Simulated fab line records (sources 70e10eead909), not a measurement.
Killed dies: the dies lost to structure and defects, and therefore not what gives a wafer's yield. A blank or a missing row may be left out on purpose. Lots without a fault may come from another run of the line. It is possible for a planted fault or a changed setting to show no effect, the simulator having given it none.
Chamber matching || flow nandHarc || NHARC_A_STAIRCASE_DEP_301 on pecvd-04: 3 sister chambers
The step deposits SiON, target thk 30 nm. 14 wafers are shown with their chamber, then 7 later ones without.

== WAFERS PAIRED WITH THEIR CHAMBERS ==
{"wafer": "L076.1", "chamber": 0, "heaterPowerW (W)": 893}
{"wafer": "L076.3", "chamber": 1, "heaterPowerW (W)": 605}
{"wafer": "L076.5", "chamber": 0, "heaterPowerW (W)": 912}
{"wafer": "L075.1", "chamber": 0, "heaterPowerW (W)": 782}
{"wafer": "L075.2", "chamber": 2, "heaterPowerW (W)": 842}
{"wafer": "L075.4", "chamber": 2, "heaterPowerW (W)": 834}
{"wafer": "L077.1", "chamber": 0, "heaterPowerW (W)": 897}
{"wafer": "L077.3", "chamber": 2, "heaterPowerW (W)": 811}
{"wafer": "L077.4", "chamber": 0, "heaterPowerW (W)": 875}
{"wafer": "L080.2", "chamber": 0, "heaterPowerW (W)": 776}
{"wafer": "L080.4", "chamber": 2, "heaterPowerW (W)": 716}
{"wafer": "L080.5", "chamber": 1, "heaterPowerW (W)": 706}
{"wafer": "L081.1", "chamber": 0, "heaterPowerW (W)": 793}
{"wafer": "L081.3", "chamber": 2, "heaterPowerW (W)": 894}

SIGNATURES, as means of the wafers listed above
{"reading": "heaterPowerW", "chamber 0": 846.86, "chamber 1": 655.50, "chamber 2": 819.40, "scatter within a chamber": 63.2}
Rule: a wafer's distance from a chamber is the root of the sum, over the readings, of the square of ((its reading less the chamber's mean) divided by the reading's scatter). If the next closest chamber is less than 2 further off than the closest, the wafer can't be placed; otherwise it belongs to the closest. The scatter: the root of (the sum of the squares of (reading less its chamber's mean) over the shown wafers, divided by (wafers less chambers)).

== WAFERS MISSING THEIR CHAMBER ==
{"wafer": "L081.4", "heaterPowerW (W)": 921}
{"wafer": "L084.1", "heaterPowerW (W)": 778}
{"wafer": "L084.3", "heaterPowerW (W)": 907}
{"wafer": "L084.4", "heaterPowerW (W)": 785}
{"wafer": "L095.1", "heaterPowerW (W)": 902}
{"wafer": "L095.3", "heaterPowerW (W)": 651}
{"wafer": "L095.5", "heaterPowerW (W)": 810}

== EACH ONE'S CHAMBER ==
{"wafer": "L081.4", "from the rows above": "can't be placed: 0 or 2", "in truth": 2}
{"wafer": "L084.1", "from the rows above": "can't be placed: 2 or 0 or 1", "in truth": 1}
{"wafer": "L084.3", "from the rows above": "can't be placed: 0 or 2", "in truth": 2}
{"wafer": "L084.4", "from the rows above": "can't be placed: 2 or 0 or 1", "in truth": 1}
{"wafer": "L095.1", "from the rows above": "can't be placed: 0 or 2", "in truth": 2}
{"wafer": "L095.3", "from the rows above": 1, "in truth": 1}
{"wafer": "L095.5", "from the rows above": "can't be placed: 2 or 0", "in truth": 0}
Placed correctly: 1 of 7. Unplaceable from these rows: 6, with the true chamber sitting among the candidates in 6. Placed wrongly: 0.
